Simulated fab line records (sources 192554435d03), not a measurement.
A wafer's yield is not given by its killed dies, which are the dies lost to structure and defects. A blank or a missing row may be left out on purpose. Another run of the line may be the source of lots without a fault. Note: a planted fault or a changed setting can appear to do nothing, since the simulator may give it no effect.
Matching of chambers | flow n5-finfet | N5_ILD0_LINER_00 on ald-sin-03: 4 sister chambers
The step material SiNx, target thk 4 nm, pulse time 1 s, purge time 2 s. 24 wafers are shown with their chamber, then 12 later ones without.

WAFERS, EACH WITH ITS CHAMBER
wafer  | chamber | heater-power-w (W) | precursor-pulse-height-rel
L074.1 | 2       | 803                | 1.003
L074.5 | 0       | 872                | 0.978
L074.6 | 1       | 733                | 1.027
L075.1 | 0       | 851                | 0.999
L075.2 | 2       | 780                | 0.988
L075.4 | 1       | 740                | 1.014
L076.4 | 1       | 754                | 1.017
L076.5 | 0       | 853                | 1.000
L076.6 | 3       | 814                | 1.001
L077.1 | 3       | 829                | 1.003
L077.2 | 0       | 866                | 1.016
L077.6 | 3       | 821                | 0.980
L080.1 | 3       | 830                | 1.023
L080.3 | 1       | 730                | 1.018
L080.4 | 0       | 836                | 1.004
L085.1 | 3       | 841                | 1.004
L085.2 | 2       | 810                | 1.014
L085.4 | 0       | 874                | 0.972
L086.1 | 0       | 852                | 1.031
L086.3 | 2       | 801                | 0.999
L086.4 | 3       | 814                | 0.977
L087.3 | 0       | 875                | 0.995
L087.5 | 2       | 776                | 0.974
L087.6 | 3       | 855                | 0.997

SIGNATURES (averages over the wafers above)
reading                    | chamber 0 | chamber 1 | chamber 2 | chamber 3 | scatter within a chamber
heater-power-w             | 859.88    | 739.25    | 794.00    | 829.14    | 14.1
precursor-pulse-height-rel | 0.99938   | 1.01900   | 0.99560   | 0.99786   | 0.0158
Rule: for a wafer and a chamber, the distance is found by dividing, reading by reading, the gap between the wafer's reading and the chamber's mean by the reading's scatter, squaring, summing and taking the root. The wafer belongs to the nearest chamber; if the next one is less than 2 further off, it can't be placed. The scatter: take each reading less its chamber's mean, square it, sum over the shown wafers, divide by the number of wafers less the number of chambers, and take the root.

WAFERS MISSING THEIR CHAMBER
wafer  | heater-power-w (W) | precursor-pulse-height-rel
L090.1 | 854                | 1.033
L090.2 | 845                | 1.001
L090.5 | 881                | 0.989
L091.3 | 815                | 1.028
L091.4 | 774                | 0.964
L091.6 | 772                | 1.001
L093.1 | 829                | 0.968
L093.4 | 788                | 1.007
L093.6 | 732                | 0.989
L097.3 | 883                | 0.948
L097.4 | 747                | 0.996
L097.6 | 861                | 0.985

WHICH CHAMBER EACH WENT THROUGH
wafer  | from the rows above          | in truth
L090.1 | can't be placed: 0 or 3      | 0
L090.2 | can't be placed: 0 or 3      | 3
L090.5 | 0                            | 0
L091.3 | can't be placed: 3 or 2 or 0 | 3
L091.4 | can't be placed: 2 or 1      | 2
L091.6 | can't be placed: 2 or 1      | 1
L093.1 | can't be placed: 3 or 0 or 2 | 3
L093.4 | 2                            | 2
L093.6 | 1                            | 1
L097.3 | can't be placed: 0 or 3      | 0
L097.4 | can't be placed: 1 or 2      | 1
L097.6 | can't be placed: 0 or 3      | 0
3 of 12 placed correctly. These rows do not allow placing 9 (true chamber among the candidates in 9). Placed wrongly: 0.
